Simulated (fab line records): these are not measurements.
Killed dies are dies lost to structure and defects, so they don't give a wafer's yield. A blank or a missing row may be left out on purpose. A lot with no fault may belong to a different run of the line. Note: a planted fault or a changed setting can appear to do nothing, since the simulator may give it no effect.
fab line records    flow n5-finfet
[record] lots = 6  wafers = 17  last-day = 17
route steps=1938 shown BEOL_M14@1750 PASSIVATION@1936
lots that met no fault: taken from a fault-free run of the same line
start-h: the number of hours between the record's first day and the start of the first shown wafer of the lot    wait-h: hours since the lot's step before    " unchanged from the row above    L1.1+2: several wafers, shown together as one row    - no value, or no start given    * or withheld: withheld    < > ~ a bound
route shown NAME@n: names a module that has steps shown in the file, with the first one's number in the route    usual: mean/standard deviation of fault-free wafers    same: alike in all rows    chamber/n: place in a boat    sites: per-site readings    _std_site: standard deviation of those values    _edge_site: inner sites' mean taken away from outer sites' mean    radius-mm: for every site, how far away it sits from the centre of the wafer    mask NAME#n: copy n    behind: the tool/chamber that last shaped the wafer    hold: why the lot was held/for how many hours/how that ended    device: the transistor (n, p or np) that didn't switch    end of line: at the end of the route, the tests of the same wafers    for a step that has no rows: nothing shown but its recipe    killed: count of dies lost to structure and defects at first sort (not the wafer's yield)    map: a wafer's dies, x killed, . not, _ none there
set.NAME: the run value of the setting; set.NAME@STEP: its run value at that earlier step    model.NAME: the simulator's own value behind a step, which no gauge read
lots at selected steps of the route; one table per step, one row per wafer
services: the hour from which a tool's chamber was out of use, counted from the record's first day as start-h (under 0 if before that day), plus the number of hours and why
[[steps]]
[step N5_BEOL_M14_ETCH_67]
[recipe] chemistry = CF4  target = SiARC  target-depth-a = 1430  time-s = 238.3  ion-energy-ev = 80  pressure-mtorr = 40  source-w = 545  bias-w = 36  Ar_flow_sccm = 100  cf4-flow-sccm = 100  ends = cleared
[usual] chamber-pressure-mTorr = 40.00/0.037  drypump-motor-current-A = 5.8/0.5  etch-rf-on-time-s = 237/4.2  oes-product-au = 0.65/0.059  rf-vpp-V = 184.3/1.1  showerhead-plenum-p-Torr = 2.16/0.043  throttle-valve-pct = 15.73/0.3
lot.wafer  tool         chamber  start-h  wait-h  chamber-pressure-mTorr  drypump-motor-current-A  etch-rf-on-time-s  oes-product-au  rf-hours-counter-h  rf-vpp-V  showerhead-plenum-p-Torr  throttle-valve-pct
L333.1     rie-diel-06  3        236.35   0.0     40.00                   5.7                      233                0.69            108                 185.1     2.16                      15.74
L333.2     "            0        "        "       40.05                   6.4                      239                0.59            225                 183.7     2.12                      16.01
L333.4     "            0        "        "       39.91                   6.4                      236                0.59            -                   184.8     2.12                      15.99
L339.3     rie-diel-06  2        276.13   0.0     40.03                   5.5                      239                0.63            153                 184.3     2.14                      15.60
L339.5     "            2        "        "       40.07                   5.5                      241                0.64            -                   185.6     2.14                      15.61
L339.6     "            3        "        "       39.98                   5.7                      236                0.68            -                   184.7     2.16                      15.75
L345.1     rie-diel-06  3        305.44   0.0     39.98                   5.7                      237                0.67            131                 183.6     2.15                      15.79
L345.4     "            2        "        "       39.96                   5.5                      241                0.63            -                   183.3     2.14                      15.64
L345.6     "            3        "        "       40.00                   5.7                      238                0.67            -                   184.7     2.15                      15.77
L346.1     rie-diel-05  3        317.97   0.0     40.02                   5.5                      241                0.65            138                 186.6     2.23                      15.47
L346.2     "            2        "        "       40.05                   4.9                      244                0.59            237                 184.3     2.19                      15.51
L346.6     "            3        "        "       39.99                   5.5                      242                0.66            -                   184.2     2.23                      15.48
L348.3     rie-diel-02  1        333.50   0.0     40.02                   6.3                      231                0.79            24                  182.9     2.10                      15.07
L348.4     "            2        "        "       40.04                   5.1                      244                0.59            239                 184.0     2.12                      16.17
L356.2     rie-diel-05  0        380.93   0.0     39.98                   5.5                      234                0.62            194                 184.3     2.13                      15.99
L356.4     "            2        "        "       40.01                   4.9                      240                0.82            1                   184.8     2.19                      15.04
L356.6     "            3        "        "       39.98                   5.5                      237                0.65            -                   185.2     2.22                      15.53
[step N5_BEOL_M14_ETCH_68]
[recipe] chemistry = N2/H2  target = SOC  mask-material = SiARC  source-w = 3000  bias-w = 350  temp-c = 40  time-s = 450  ion-energy-ev = 200  pressure-mtorr = 30  n2-flow-sccm = 200  h2-flow-sccm = 200
[step N5_BEOL_M14_STRIP_69]
[recipe] chemistry = N2/H2  temp-c = 40  n2-flow-sccm = 200  h2-flow-sccm = 200  rf-frequency-hz = 6e+07
[step N5_BEOL_M14_TRENCH_ETCH_34]
[recipe] chemistry = C4F8/O2/Ar  target = SiO2  target-depth-a = 5566.5  mask-material = SOC  he-inner-torr = 15  he-outer-torr = 30  time-s = 126.9  ion-energy-ev = 800  pressure-mtorr = 20  source-w = 1905  bias-w = 2040  Ar_flow_sccm = 400  C4F8_flow_sccm = 16  O2_flow_sccm = 12
[step N5_BEOL_M14_STRIP_70]
[recipe] chemistry = C4F8/O2/Ar  resist = SiARC  rf-frequency-hz = 6e+07
[step N5_BEOL_M14_OCD_MEAS_35]
[usual] trench-depth-nm = 558/10
lot.wafer  tool    chamber  start-h  wait-h  trench-depth-nm
L333.1     ocd-02  -        236.92   0.0     569
L333.2     "       -        "        "       564
L333.4     "       -        "        "       558
L339.3     ocd-02  -        276.71   0.0     553
L339.5     "       -        "        "       547
L339.6     "       -        "        "       556
L345.1     ocd-02  -        306.01   0.0     561
L345.4     "       -        "        "       550
L345.6     "       -        "        "       563
L346.1     ocd-01  -        318.55   0.0     546
L346.2     "       -        "        "       548
L346.6     "       -        "        "       545
L348.3     ocd-01  -        334.08   0.0     575
L348.4     "       -        "        "       538
L356.2     ocd-02  -        381.50   0.0     577
L356.4     "       -        "        "       561
L356.6     "       -        "        "       564
[step N5_BEOL_M14_STRIP_37]
[recipe] chemistry = O2  power-w = 600  temp-c = 60  pressure-mtorr = 30  rf-frequency-hz = 6e+07  bias-power-w = 0  overash-fraction = 0.3  o2-flow-sccm = 225
[step N5_BEOL_M14_ETCH_38]
[recipe] chemistry = CF4/N2  target = SiCN  target-depth-a = 1065  taper-deg = 2  time-s = 120.6  ion-energy-ev = 150  mask-material = SiO2  pressure-mtorr = 40  source-w = 430  bias-w = 70  Ar_flow_sccm = 100  cf4-flow-sccm = 60  n2-flow-sccm = 60
[step N5_BEOL_M14_PRECLEAN_39]
[recipe] chemistry = residue-remover  time-s = 60  temp-c = 40
[step N5_BEOL_M14_SRD_40]
[recipe] time-s = 30  temp-c = 23  rinse-liquid = diw  dry = n2-spin  spin-rpm = 1500  dry-time-s = 30
[step N5_BEOL_M14_DEGAS_41]
[recipe] ambient = vacuum  temp-c = 300  time-s = 60
[usual] heater-power-w = 449/33
lot.wafer  tool            chamber  start-h  wait-h  heater-power-w
L333.1     pvd-sputter-02  -        237.34   0.1     392
L333.2     "               -        "        "       401
L333.4     "               -        "        "       466
L339.3     pvd-sputter-03  -        279.66   0.3     483
L339.5     "               -        "        "       405
L339.6     "               -        "        "       457
L345.1     pvd-sputter-01  -        306.32   0.0     455
L345.4     "               -        "        "       453
L345.6     "               -        "        "       456
L346.1     pvd-sputter-01  -        321.84   0.0     431
L346.2     "               -        "        "       464
L346.6     "               -        "        "       427
L348.3     pvd-sputter-01  -        334.80   0.4     420
L348.4     "               -        "        "       451
L356.2     pvd-sputter-03  -        382.43   0.2     506
L356.4     "               -        "        "       447
L356.6     "               -        "        "       481
[step N5_BEOL_M14_PRE_CLEAN_42]
[recipe] gas = H2/He  time-s = 30  temp-c = 300
[usual] heater-power-w = 449/34
lot.wafer  tool            chamber  start-h  wait-h  heater-power-w
L333.1     pvd-sputter-02  -        237.38   0.0     403
L333.2     "               -        "        "       404
L333.4     "               -        "        "       431
L339.3     pvd-sputter-03  -        279.70   0.0     486
L339.5     "               -        "        "       400
L339.6     "               -        "        "       454
L345.1     pvd-sputter-01  -        306.36   0.0     446
L345.4     "               -        "        "       459
L345.6     "               -        "        "       468
L346.1     pvd-sputter-01  -        321.88   0.0     411
L346.2     "               -        "        "       473
L346.6     "               -        "        "       421
L348.3     pvd-sputter-01  -        334.84   0.0     431
L348.4     "               -        "        "       439
L356.2     pvd-sputter-03  -        382.47   0.0     519
L356.4     "               -        "        "       465
L356.6     "               -        "        "       479
[step N5_BEOL_M14_SPUTTER_43]
[recipe] material = TaN  target-thk-a = 150  temp-c = 50  bias-v = 168.6  power-w = 15000  chamber-pressure-pa = 0.12  time-s = 24.19
[usual] throttle-valve-pct = 30.0/1.2
lot.wafer  tool            chamber  start-h  wait-h  throttle-valve-pct  model.TaN_of_BEOL_M14_SPUTTER_43.thk-nm
L333.1     pvd-sputter-02  -        237.42   0.0     26.9                14.6
L333.2     "               -        "        "       30.1                14.8
L333.4     "               -        "        "       28.6                14.8
L339.3     pvd-sputter-03  -        279.74   0.0     32.0                15
L339.5     "               -        "        "       29.8                15.2
L339.6     "               -        "        "       30.1                14.8
L345.1     pvd-sputter-01  -        306.40   0.0     30.6                14.6
L345.4     "               -        "        "       31.3                14.6
L345.6     "               -        "        "       29.6                15
L346.1     pvd-sputter-01  -        321.92   0.0     28.9                15
L346.2     "               -        "        "       29.6                15.2
L346.6     "               -        "        "       29.2                13.2
L348.3     pvd-sputter-01  -        334.88   0.0     29.0                15
L348.4     "               -        "        "       30.7                13
L356.2     pvd-sputter-03  -        382.51   0.0     30.4                15.6
L356.4     "               -        "        "       30.0                15.4
L356.6     "               -        "        "       31.7                15.6
[step N5_BEOL_M14_SPUTTER_44]
[recipe] material = Ta  target-thk-a = 150  temp-c = 50  bias-v = 80  power-w = 15000  chamber-pressure-pa = 0.07  time-s = 24.19
[usual] throttle-valve-pct = 30.0/1.2
lot.wafer  tool            chamber  start-h  wait-h  throttle-valve-pct
L333.1     pvd-sputter-02  -        237.50   0.0     27.0
L333.2     "               -        "        "       29.9
L333.4     "               -        "        "       28.8
L339.3     pvd-sputter-03  -        279.82   0.0     32.1
L339.5     "               -        "        "       30.2
L339.6     "               -        "        "       30.1
L345.1     pvd-sputter-01  -        306.48   0.0     30.5
L345.4     "               -        "        "       31.2
L345.6     "               -        "        "       29.2
L346.1     pvd-sputter-01  -        322.00   0.0     29.3
L346.2     "               -        "        "       29.5
L346.6     "               -        "        "       28.9
L348.3     pvd-sputter-01  -        334.96   0.0     28.8
L348.4     "               -        "        "       30.7
L356.2     pvd-sputter-03  -        382.59   0.0     30.3
L356.4     "               -        "        "       30.4
L356.6     "               -        "        "       31.9
[step N5_BEOL_M14_SPUTTER_45]
[recipe] material = Cu  target-thk-a = 1000  temp-c = -20  bias-v = 60  power-w = 26000  chamber-pressure-pa = 0.13  time-s = 16.67
[usual] throttle-valve-pct = 30.0/1.2
lot.wafer  tool            chamber  start-h  wait-h  throttle-valve-pct
L333.1     pvd-sputter-02  -        237.58   0.0     26.6
L333.2     "               -        "        "       30.3
L333.4     "               -        "        "       28.7
L339.3     pvd-sputter-03  -        279.90   0.0     32.0
L339.5     "               -        "        "       29.8
L339.6     "               -        "        "       29.9
L345.1     pvd-sputter-01  -        306.56   0.0     30.7
L345.4     "               -        "        "       31.1
L345.6     "               -        "        "       29.2
L346.1     pvd-sputter-01  -        322.08   0.0     29.0
L346.2     "               -        "        "       29.3
L346.6     "               -        "        "       29.2
L348.3     pvd-sputter-01  -        335.04   0.0     29.1
L348.4     "               -        "        "       30.9
L356.2     pvd-sputter-03  -        382.67   0.0     30.2
L356.4     "               -        "        "       30.3
L356.6     "               -        "        "       31.7
[step N5_BEOL_M14_ECD_47]
[recipe] material = Cu  target-thk-a = 12480
[step N5_BEOL_M14_ANNEAL_48]
[recipe] temp-c = 225  time-s = 90  ambient = N2
[step N5_BEOL_M14_CMP_49]
[recipe] stop-on = SiO2  t-overpolish-s = 5.2  down-force-psi = 2  platen-rpm = 80  clearing-platen-down-force-psi = 2  clearing-platen-rpm = 80  post-cmp-clean = cu-alkaline  target-thk-nm = 560  clearing-platen-pad-velocity-m-s = 1.5917  pad-velocity-m-s = 1.5917
[usual] barrier-field-endpoint-s = 11.39/0.27  clearing-platen-down-force-psi = 2.000/0.0041  edge-zone-pressure-frac = 1.000/0.0052  motor-current-A = 8.2/0.85
lot.wafer  tool    chamber  start-h  wait-h  barrier-field-endpoint-s  clearing-platen-down-force-psi  edge-zone-pressure-frac  motor-current-A
L333.1     cmp-01  0        238.64   0.3     11.91                     1.996                           1.002                    8.4
L333.4     "       1        "        "       11.46                     1.995                           1.000                    8.1
L333.2     "       2        "        "       11.13                     1.998                           0.983                    7.4
L339.3     cmp-01  0        280.65   0.2     11.44                     2.000                           1.002                    7.7
L339.6     "       0        "        "       11.72                     1.999                           1.004                    8.3
L339.5     "       1        "        "       11.40                     2.003                           1.001                    8.5
L345.1     cmp-03  3        307.24   0.3     10.83                     2.001                           0.996                    8.1
L345.4     "       0        "        "       11.11                     2.007                           1.002                    8.5
L345.6     "       1        "        "       10.72                     2.006                           1.005                    9.4
L346.2     cmp-04  0        323.11   0.2     11.31                     2.004                           1.001                    9.8
L346.1     "       3        "        "       10.82                     2.001                           0.992                    9.0
L346.6     "       0        "        "       10.58                     2.006                           0.997                    9.4
L348.3     cmp-04  2        336.20   0.2     11.60                     1.994                           1.003                    7.8
L348.4     "       0        "        "       10.60                     2.000                           0.997                    9.7
L356.4     cmp-03  1        383.31   0.2     11.30                     2.010                           1.008                    9.3
L356.2     "       2        "        "       11.58                     2.007                           1.002                    6.8
L356.6     "       0        "        "       11.51                     2.002                           0.988                    8.3
[step N5_BEOL_M14_THK_MEAS_50]
[recipe] thk-meas-gauge = xrf  reads = Cu_of_BEOL_M14_ECD_47
[usual] M14_THK = 530/9.5
lot.wafer  tool           chamber  start-h  wait-h  M14_THK[nm]
L333.1     film-metro-01  -        238.90   -       547
L333.2     "              -        "        "       540
L333.4     "              -        "        "       531
L339.3     film-metro-01  -        280.95   -       527
L339.5     "              -        "        "       522
L339.6     "              -        "        "       531
L345.1     film-metro-02  -        307.46   -       536
L345.4     "              -        "        "       525
L345.6     "              -        "        "       539
L346.1     film-metro-02  -        323.40   -       518
L346.2     "              -        "        "       520
L346.6     "              -        "        "       520
L348.3     film-metro-02  -        336.46   -       543
L348.4     "              -        "        "       508
L356.2     film-metro-01  -        383.56   -       543
L356.4     "              -        "        "       528
L356.6     "              -        "        "       530
[step N5_PASSIVATION_PROBE_49]
[usual] defect-limited-yield = 90.9/1.5  killed_at_M0_to_M3 = 36/9.9  killed_at_M4_up = 13/4.5  killed-at-contacts = 13/6.4  killed-at-front-end = 42/12  killed-at-other = 3.4/3  killed-dies = 107/18  killed-open = 69/13  killed-short = 35/8.2  sort_bin_5_function = 5.3/1.1  sort_bin_6_memory = 3.4/0.69  sort_bin_8_speed = 0.00/0.0071  sort-n-pass = 1073/18  sort-yield-pct = 90.9/1.5
[same] gross-dies = 1180  killed-at-back-side = 0  sort_bin_4_leakage[%] = 0
lot.wafer  tool       chamber  start-h  wait-h  defect-limited-yield[%]  killed_at_M0_to_M3  killed_at_M4_up  killed-at-contacts  killed-at-front-end  killed-at-other  killed-dies  killed-open  killed-short  sort_bin_5_function[%]  sort_bin_6_memory[%]  sort_bin_8_speed[%]  sort-n-pass  sort-yield-pct[%]
L346.1     prober-02  -        343.95   0.0     94.0                     27                  6                5                   30                   3                71           45           24            3.8                     2.2                   0                    1109         94.0
// killed by level:class
L346.1 BEOL_M3:geometric-particle:open=13 STI_FIN_REVEAL:geometric-particle:open=8 GATE_CUT:geometric-particle:short=6 FIN_SAQP:geometric-particle:open=5 BEOL_M0_SAQP:geometric-particle:short=4 STARTING-WAFER:geometric-particle:short=4 MOL_CONTACT_COAG:geometric-particle:open=3 BEOL_M2:geometric-particle:open=3
[[services]]
tool         chamber  start-h  hours  kind
cmp-03       -        222.71   2.0    repair
cmp-04       -        223.82   2.0    repair
rie-diel-02  2        226.34   13.2   repair
rie-diel-06  1        233.21   4.6    repair
rie-diel-06  -        242.52   0.3    repair
cmp-01       -        245.17   0.8    repair
cmp-03       -        249.92   4.0    pm
cmp-04       -        254.89   5.3    pm
cmp-03       -        269.87   0.8    repair
cmp-03       -        277.03   0.6    repair
cmp-01       -        278.41   0.9    repair
rie-diel-06  0        289.58   6.3    repair
cmp-03       -        290.48   0.4    repair
rie-diel-05  3        300.97   6.5    repair
cmp-01       -        308.00   1.2    repair
rie-diel-02  0        313.14   13.1   repair
cmp-03       -        318.91   0.3    repair
cmp-04       -        335.44   0.7    repair
cmp-01       -        357.87   4.0    pm
cmp-03       -        358.35   1.5    repair
cmp-04       -        359.68   1.9    repair
cmp-01       -        368.23   8.7    pm
cmp-01       -        376.94   4.4    pm
cmp-01       -        382.25   8.5    repair
[[key]]
[first-sign] step = N5_BEOL_M14_CMP_49  reading = barrier-field-endpoint-s  direction = down  sigmas = 2.9  usual = 11.39  struck = 10.59
effect none on later readings
[model-effect] step = N5_BEOL_M14_SPUTTER_43  value = TaN_of_BEOL_M14_SPUTTER_43.thk-nm  without = 14.9  struck = 13.1
met-at N5_BEOL_M14_SPUTTER_43
struck-wafers L346.6,L348.4
onset-between 306.40 321.92
[fault] kind = process-parameter-drift  tool = pvd-sputter-01  chamber = -  onset-h = 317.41  steps = N5_BEOL_M14_SPUTTER_43  channel = time-s  offset = *  shape = step  end-h = 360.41  scope = struck-wafers-only  acts-in = *  stated = *
